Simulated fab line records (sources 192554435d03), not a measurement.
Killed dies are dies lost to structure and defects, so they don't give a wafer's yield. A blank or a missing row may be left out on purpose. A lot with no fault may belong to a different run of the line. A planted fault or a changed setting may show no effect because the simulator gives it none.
Chamber matching -- flow n5_finfet -- 4 sister chambers for N5_DUMMY_GATE_ETCH_29 on rie_diel-02
The step etches underlayer in N2/H2, target depth 13 nm. 8 wafers are shown with their chamber, then 12 later ones without.

== EACH WAFER AND ITS CHAMBER ==
wafer,chamber,showerhead_plenum_p_Torr (Torr),drypump_motor_current_A (A)
L077.6,2,2.61,5.3
L081.2,3,2.61,5.9
L084.1,2,2.61,5.2
L084.2,1,2.55,5.9
L084.6,0,2.41,6.6
L087.1,1,2.55,5.9
L087.3,3,2.61,5.9
L087.6,0,2.40,6.6

== WAFERS MISSING THEIR CHAMBER ==
wafer,showerhead_plenum_p_Torr (Torr),drypump_motor_current_A (A)
L092.1,2.55,5.9
L092.2,2.60,5.3
L092.3,2.40,6.5
L092.4,2.60,5.9
L092.5,2.60,5.2
L092.6,2.60,6.0
L093.1,2.54,5.9
L093.2,2.60,5.9
L093.4,2.60,5.3
L095.2,2.54,5.9
L095.3,2.60,5.9
L095.4,2.40,6.5

== WHICH CHAMBER EACH WENT THROUGH ==
wafer,from the rows above,in truth
L092.1,1,1
L092.2,2,2
L092.3,0,0
L092.4,3,3
L092.5,2,2
L092.6,3,3
L093.1,1,1
L093.2,3,3
L093.4,2,2
L095.2,1,1
L095.3,3,3
L095.4,0,0
Correct placement for 12 of the 12. Can't be placed from these rows: 0. Placed wrongly: 0.
How it was worked out, from the rows above alone: a wafer's distance from a chamber is the root of the sum, over the readings, of the square of ((its reading less the chamber's mean) divided by the reading's scatter). If the next closest chamber is less than 2 further off than the closest, the wafer can't be placed; otherwise it belongs to the closest. Each chamber's mean is taken over the wafers shown for it. The scatter: take each reading less its chamber's mean, square it, sum over the shown wafers, divide by the number of wafers less the number of chambers, and take the root.
